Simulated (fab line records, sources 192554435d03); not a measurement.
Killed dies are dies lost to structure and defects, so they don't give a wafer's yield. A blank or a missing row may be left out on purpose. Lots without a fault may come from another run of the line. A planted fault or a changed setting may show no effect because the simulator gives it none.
Chamber matching | flow n5_finfet | N5_GATE_CUT_ETCH_37 on rie_diel-02: 4 sister chambers
The step etches SOC in N2/H2, target depth 60 nm, overetch 12 nm, time 90 s. 16 wafers are shown with their chamber, then 8 later ones without.

WAFERS WITH THEIR CHAMBER
wafer  | chamber | throttle_valve_pct (%) | showerhead_plenum_p_Torr (Torr) | oes_product_au (a.u.)
L074.1 | 0       | 17.40                  | 2.57                            | 0.83
L074.2 | 3       | 18.14                  | 2.52                            | 0.66
L074.4 | 2       | 17.61                  | 2.59                            | 0.64
L077.4 | 3       | 18.16                  | 2.52                            | 0.65
L077.5 | 2       | 17.62                  | 2.59                            | 0.65
L077.6 | 3       | 18.14                  | 2.52                            | 0.65
L079.2 | 2       | 17.62                  | 2.59                            | 0.64
L079.3 | 0       | 17.40                  | 2.57                            | 0.81
L079.6 | 2       | 17.63                  | 2.59                            | 0.65
L086.2 | 0       | 17.44                  | 2.56                            | 0.79
L086.4 | 3       | 18.17                  | 2.51                            | 0.64
L086.6 | 0       | 17.44                  | 2.56                            | 0.79
L091.1 | 0       | 17.44                  | 2.56                            | 0.78
L091.2 | 2       | 17.65                  | 2.58                            | 0.63
L091.6 | 0       | 17.47                  | 2.56                            | 0.78
L090.2 | 1       | 17.65                  | 2.51                            | 0.64

SIGNATURES (means of the wafers above)
reading                  | chamber 0 | chamber 1 | chamber 2 | chamber 3 | scatter within a chamber
throttle_valve_pct       | 17.4317   | 17.6500   | 17.6260   | 18.1525   | 0.021
showerhead_plenum_p_Torr | 2.5633    | 2.5100    | 2.5880    | 2.5175    | 0.0049
oes_product_au           | 0.7967    | 0.6400    | 0.6420    | 0.6500    | 0.0142
Rule: a wafer's distance from a chamber is the root of the sum, over the readings, of the square of ((its reading less the chamber's mean) divided by the reading's scatter). The wafer belongs to the nearest chamber; if the next one is less than 2 further off, it can't be placed. The scatter: the root of (the sum of the squares of (reading less its chamber's mean) over the shown wafers, divided by (wafers less chambers)).

WAFERS WITHOUT THEIR CHAMBER
wafer  | throttle_valve_pct (%) | showerhead_plenum_p_Torr (Torr) | oes_product_au (a.u.)
L090.4 | 17.46                  | 2.56                            | 0.78
L090.5 | 18.19                  | 2.51                            | 0.64
L092.1 | 18.18                  | 2.50                            | 0.63
L092.4 | 17.67                  | 2.51                            | 0.64
L092.6 | 18.18                  | 2.50                            | 0.63
L096.4 | 17.23                  | 2.58                            | 0.88
L096.5 | 18.19                  | 2.50                            | 0.63
L096.6 | 17.47                  | 2.56                            | 0.77

WHICH CHAMBER EACH WENT THROUGH
wafer  | from the rows above | in truth
L090.4 | 0                   | 0
L090.5 | 3                   | 3
L092.1 | 3                   | 3
L092.4 | 1                   | 1
L092.6 | 3                   | 3
L096.4 | 0                   | 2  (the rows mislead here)
L096.5 | 3                   | 3
L096.6 | 0                   | 0
Placed correctly: 7 of 8. Can't be placed from these rows: 0. Placed wrongly: 1.
